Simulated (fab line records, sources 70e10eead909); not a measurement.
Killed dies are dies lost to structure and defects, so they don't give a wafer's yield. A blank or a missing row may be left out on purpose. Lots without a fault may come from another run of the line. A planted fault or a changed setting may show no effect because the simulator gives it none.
Which tool did it? | flow nand_harc | 13 lots, 39 wafers sampled, at 4 steps of a route of 1302

WHAT THE GAUGES READ, wafer by wafer
The record holds no reading of a measuring or inspecting step that can be judged against a usual standard deviation.

WHICH TOOL RAN EACH LOT (tool, then ch and the chambers of the sampled wafers, then the start)
lot  | NHARC_A_CONTACT_ETCH_117             | NHARC_A_CONTACT_ETCH_121             | NHARC_A_CONTACT_ETCH_90            | NHARC_A_CONTACT_ETCH_102
L420 | har_cap_etch-02 ch 1, day 21 20:29   | har_cap_etch-02 ch 1, day 21 21:10   | rie_diel-13 ch 0,3, day 21 22:30   | rie_diel-12 ch 0,1, day 21 23:28
L421 | har_cap_etch-03 ch 0,1, day 22 07:34 | har_cap_etch-03 ch 0,1, day 22 08:16 | rie_diel-13 ch 0,1,2, day 22 09:34 | rie_diel-12 ch 0,1,3, day 22 10:05
L419 | har_cap_etch-02 ch 0,1, day 22 07:44 | har_cap_etch-02 ch 0,1, day 22 08:26 | rie_diel-03 ch 2,3, day 22 09:46   | rie_diel-03 ch 0,1,2, day 22 10:19
L422 | har_cap_etch-03 ch 0,1, day 22 10:10 | har_cap_etch-03 ch 0,1, day 22 10:51 | rie_diel-12 ch 0,2,3, day 22 12:10 | rie_diel-12 ch 0,1,2, day 22 12:43
L424 | har_cap_etch-02 ch 0,1, day 24 04:29 | har_cap_etch-02 ch 0,1, day 24 05:10 | rie_diel-12 ch 0,2,3, day 24 06:29 | rie_diel-12 ch 0,1,2, day 24 06:59
L426 | har_cap_etch-02 ch 0, day 24 16:35   | har_cap_etch-02 ch 0, day 24 17:16   | rie_diel-12 ch 0,2,3, day 24 18:35 | rie_diel-12 ch 2,3, day 24 19:10
L434 | har_cap_etch-02 ch 0,1, day 27 12:05 | har_cap_etch-02 ch 0,1, day 27 12:47 | rie_diel-13 ch 0,1, day 27 14:02   | rie_diel-12 ch 0,1,3, day 27 14:34
L436 | har_cap_etch-01 ch 0, day 29 02:29   | har_cap_etch-01 ch 0, day 29 03:10   | rie_diel-12 ch 0,2, day 29 04:29   | rie_diel-13 ch 0,1,2, day 29 05:01
L438 | har_cap_etch-02 ch 0,1, day 29 08:50 | har_cap_etch-02 ch 0,1, day 29 09:31 | rie_diel-12 ch 0,2,3, day 29 10:50 | rie_diel-12 ch 0,1,2, day 29 11:24
L439 | har_cap_etch-01 ch 0,1, day 30 00:17 | har_cap_etch-01 ch 0,1, day 30 01:12 | rie_diel-03 ch 1,2, day 30 02:50   | rie_diel-03 ch 1,2,3, day 30 03:25
L440 | har_cap_etch-03 ch 0,1, day 30 03:53 | har_cap_etch-03 ch 0,1, day 30 04:34 | rie_diel-12 ch 1,2,3, day 30 05:50 | rie_diel-03 ch 1,3, day 30 07:20
L441 | har_cap_etch-02 ch 0,1, day 31 02:28 | har_cap_etch-02 ch 0,1, day 31 03:08 | rie_diel-12 ch 0,2, day 31 04:24   | rie_diel-03 ch 1,2,3, day 31 04:55
L442 | har_cap_etch-03 ch 0,1, day 31 09:53 | har_cap_etch-03 ch 0,1, day 31 10:34 | rie_diel-12 ch 2,3, day 31 11:49   | rie_diel-12 ch 0,1,2, day 31 12:20
- NHARC_A_CONTACT_ETCH_117: etches the open film in C4F8/O2/Ar, time 190 s, target depth 1850 nm.
- NHARC_A_CONTACT_ETCH_121: etches the open film in C4F8/O2/Ar, time 190 s, target depth 1850 nm.
- NHARC_A_CONTACT_ETCH_90: etches the open film in CH3F/O2, target depth 40 nm, time 85.7 s.
- NHARC_A_CONTACT_ETCH_102: etches the open film in CF4/O2, target depth 100 nm, overetch 10 nm, time 55 s.

WHAT THE TOOLS THEMSELVES READ (means of the sampled wafers that have a number; where no wafer has one, the mark that the record gives instead)
NHARC_A_CONTACT_ETCH_90. Usual: ch3f_flow_sccm 50.02 sccm, standard deviation 0.16; drypump_motor_current_A 5.8 A, standard deviation 0.44; oes_product_au 0.96 a.u., standard deviation 0.04; rf_vpp_V 243.6 V, standard deviation 1.3; run_length_s 107.1 s, standard deviation 0.35; showerhead_plenum_p_Torr 2.40 Torr, standard deviation 0.085; throttle_valve_pct 20.662 %, standard deviation 0.0087.
lot  | tool        | ch3f_flow_sccm (sccm) | drypump_motor_current_A (A) | oes_product_au (a.u.) | rf_vpp_V (V) | run_length_s (s) | showerhead_plenum_p_Torr (Torr) | throttle_valve_pct (%) | flag
L420 | rie_diel-13 | 50.10                 | 6.0                         | 0.93                  | 245.1        | 107.3            | 2.49                            | 20.662                 |
L421 | rie_diel-13 | 50.00                 | 5.5                         | 0.92                  | 244.8        | 106.9            | 2.50                            | 20.664                 |
L419 | rie_diel-03 | 49.99                 | 6.1                         | 1.01                  | 243.6        | 106.7            | 2.44                            | 20.665                 |
L422 | rie_diel-12 | 50.04                 | 5.8                         | 1.00                  | 242.6        | 107.3            | 2.38                            | 20.663                 |
L424 | rie_diel-12 | 50.00                 | 5.7                         | 1.00                  | 242.4        | 107.3            | 2.38                            | 20.656                 |
L426 | rie_diel-12 | 49.83                 | 5.8                         | 0.93                  | 243.6        | 95.2             | 2.38                            | 20.660                 | OFF
L434 | rie_diel-13 | 49.92                 | 5.4                         | 0.91                  | 245.2        | 107.2            | 2.55                            | 20.660                 |
L436 | rie_diel-12 | 49.95                 | 5.6                         | 1.01                  | 242.8        | 107.1            | 2.31                            | 20.662                 |
L438 | rie_diel-12 | 49.90                 | 5.8                         | 0.99                  | 243.4        | 107.3            | 2.37                            | 20.663                 |
L439 | rie_diel-03 | 49.96                 | 5.5                         | 0.96                  | 243.4        | 107.1            | 2.39                            | 20.664                 |
L440 | rie_diel-12 | 50.01                 | 6.0                         | 0.92                  | 243.3        | 107.3            | 2.38                            | 20.662                 |
L441 | rie_diel-12 | 49.93                 | 6.0                         | 1.00                  | 242.5        | 107.2            | 2.30                            | 20.654                 |
L442 | rie_diel-12 | 49.93                 | 5.9                         | 0.93                  | 243.6        | 107.3            | 2.42                            | 20.664                 |

NHARC_A_CONTACT_ETCH_102. Usual: cf4_flow_sccm 79.96 sccm, standard deviation 0.23; drypump_motor_current_A 5.8 A, standard deviation 0.44; oes_f_703_au 1.001 a.u., standard deviation 0.0043; oes_product_au 1.001 a.u., standard deviation 0.01; rf_vpp_V 197.0 V, standard deviation 1.3; run_length_s 76.4 s, standard deviation 0.37; showerhead_plenum_p_Torr 1.30 Torr, standard deviation 0.044; throttle_valve_pct 13.397 %, standard deviation 0.0096.
lot  | tool        | cf4_flow_sccm (sccm) | drypump_motor_current_A (A) | oes_f_703_au (a.u.) | oes_product_au (a.u.) | rf_vpp_V (V) | run_length_s (s) | showerhead_plenum_p_Torr (Torr) | throttle_valve_pct (%) | flag
L420 | rie_diel-12 | 80.00                | 5.6                         | 0.996               | 1.006                 | 196.5        | 76.7             | 1.27                            | 13.400                 |
L421 | rie_diel-12 | 80.10                | 5.6                         | 1.001               | 1.002                 | 196.9        | 76.4             | 1.30                            | 13.394                 |
L419 | rie_diel-03 | 79.94                | 5.9                         | 0.997               | 1.011                 | 197.1        | 76.3             | 1.29                            | 13.391                 |
L422 | rie_diel-12 | 80.20                | 5.8                         | 0.995               | 1.009                 | 195.9        | 76.4             | 1.27                            | 13.389                 |
L424 | rie_diel-12 | 79.87                | 5.8                         | 1.001               | 1.007                 | 196.0        | 76.3             | 1.27                            | 13.393                 |
L426 | rie_diel-12 | 80.06                | 6.1                         | 0.998               | 1.006                 | 196.4        | 76.6             | 1.29                            | 13.395                 |
L434 | rie_diel-12 | 80.09                | 5.6                         | 0.999               | 1.005                 | 196.6        | 76.5             | 1.29                            | 13.403                 |
L436 | rie_diel-13 | 79.79                | 5.4                         | 1.003               | 0.987                 | 198.1        | 76.4             | 1.35                            | 13.393                 |
L438 | rie_diel-12 | 79.83                | 5.8                         | 1.003               | 1.002                 | 196.0        | 76.5             | 1.26                            | 13.398                 |
L439 | rie_diel-03 | 79.99                | 5.8                         | 1.001               | 1.002                 | 197.1        | 76.6             | 1.30                            | 13.406                 |
L440 | rie_diel-03 | 79.70                | 5.7                         | 1.000               | 0.994                 | 197.0        | 76.5             | 1.31                            | 13.396                 |
L441 | rie_diel-03 | 80.14                | 5.8                         | 0.999               | 1.011                 | 197.2        | 76.1             | 1.30                            | 13.399                 |
L442 | rie_diel-12 | 79.90                | 5.8                         | 1.001               | 1.003                 | 196.1        | 76.5             | 1.26                            | 13.397                 |

THE ANSWER, worked out from the rows above alone
Rule: a lot is off if the mean of its wafers that have a number lies more than 3 standard deviations from the usual mean. A lot without any number at a reading at which 4 lots or more have one is off too. The other lots that the step has rows for count as sound. The gauges are gone through in route order, then the tools' own readings, and for those a lot's mean is taken as printed above. The first step at which some lot is off is used, and at that step the reading that is off furthest; a lot without a number counts as furthest.
Off: L426, at NHARC_A_CONTACT_ETCH_90 (run_length_s).
A tool fits if, at that step or a process step before it, it ran every lot that is off, and no sound lot after the first of them. None of those tried fits.

WHAT THE SIMULATOR HAD PUT IN
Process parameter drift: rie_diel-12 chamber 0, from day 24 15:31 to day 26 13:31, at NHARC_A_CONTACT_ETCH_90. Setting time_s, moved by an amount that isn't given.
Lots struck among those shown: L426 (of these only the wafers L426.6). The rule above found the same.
